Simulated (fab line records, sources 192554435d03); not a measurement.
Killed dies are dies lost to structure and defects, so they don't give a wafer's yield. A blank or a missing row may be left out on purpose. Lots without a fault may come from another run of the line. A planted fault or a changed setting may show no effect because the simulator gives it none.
Chamber matching | flow n5_finfet | N5_BEOL_M0_SAQP_PECVD_04 on pecvd-01: 3 sister chambers
The step deposits a-Si from SiH4/He, target thk 60 nm, time 60.2 s. 22 wafers are shown with their chamber, then 11 later ones without.

WAFERS WITH THEIR CHAMBER
wafer  | chamber | showerhead_plenum_p_Torr (Torr) | throttle_valve_pct (%) | heater_power_w (W)
L074.4 | 0       | 5.68                            | 17.4                   | 640
L074.5 | 1       | 5.79                            | 19.5                   | 823
L074.6 | 2       | 5.59                            | 17.3                   | 655
L080.2 | 1       | 5.79                            | 19.8                   | 735
L080.3 | 0       | 5.66                            | 17.3                   | 586
L080.5 | 0       | 5.67                            | 17.8                   | 586
L081.2 | 2       | 5.59                            | 16.9                   | 685
L081.3 | 0       | 5.68                            | 17.5                   | 622
L081.6 | 1       | 5.78                            | 19.8                   | 752
L082.1 | 2       | 5.59                            | 16.9                   | 701
L082.4 | 2       | 5.58                            | 17.1                   | 669
L082.5 | 0       | 5.68                            | 17.7                   | 619
L084.1 | 2       | 5.59                            | 17.3                   | 672
L084.3 | 0       | 5.68                            | 17.3                   | 566
L084.6 | 2       | 5.59                            | 16.9                   | 688
L085.1 | 0       | 5.68                            | 17.5                   | 606
L085.4 | 0       | 5.69                            | 17.5                   | 607
L085.5 | 2       | 5.58                            | 17.1                   | 621
L087.1 | 2       | 5.59                            | 17.3                   | 660
L087.3 | 1       | 5.77                            | 20.0                   | 810
L087.5 | 1       | 5.79                            | 19.6                   | 821
L089.2 | 1       | 5.77                            | 19.6                   | 806

SIGNATURES (means of the wafers above)
reading                  | chamber 0 | chamber 1 | chamber 2 | scatter within a chamber
showerhead_plenum_p_Torr | 5.6775    | 5.7817    | 5.5875    | 0.00789
throttle_valve_pct       | 17.500    | 19.717    | 17.100    | 0.182
heater_power_w           | 604.00    | 791.17    | 668.88    | 28.4
Rule: a wafer's distance from a chamber is the root of the sum, over the readings, of the square of ((its reading less the chamber's mean) divided by the reading's scatter). The wafer belongs to the nearest chamber; if the next one is less than 2 further off, it can't be placed. The scatter: the root of (the sum of the squares of (reading less its chamber's mean) over the shown wafers, divided by (wafers less chambers)).

WAFERS WITHOUT THEIR CHAMBER
wafer  | showerhead_plenum_p_Torr (Torr) | throttle_valve_pct (%) | heater_power_w (W)
L089.3 | 5.59                            | 17.5                   | 692
L089.4 | 5.78                            | 19.9                   | 808
L090.1 | 5.76                            | 19.6                   | 822
L090.3 | 5.67                            | 17.4                   | 609
L090.4 | 5.69                            | 17.6                   | 624
L093.1 | 5.79                            | 19.4                   | 839
L093.4 | 5.78                            | 19.8                   | 828
L093.5 | 5.60                            | 17.4                   | 697
L097.2 | 5.60                            | 17.3                   | 695
L097.3 | 5.78                            | 19.4                   | 785
L097.5 | 5.78                            | 19.7                   | 787

WHICH CHAMBER EACH WENT THROUGH
wafer  | from the rows above | in truth
L089.3 | 2                   | 2
L089.4 | 1                   | 1
L090.1 | 1                   | 1
L090.3 | 0                   | 0
L090.4 | 0                   | 0
L093.1 | 1                   | 1
L093.4 | 1                   | 1
L093.5 | 2                   | 2
L097.2 | 2                   | 2
L097.3 | 1                   | 1
L097.5 | 1                   | 1
Placed correctly: 11 of 11. Can't be placed from these rows: 0. Placed wrongly: 0.
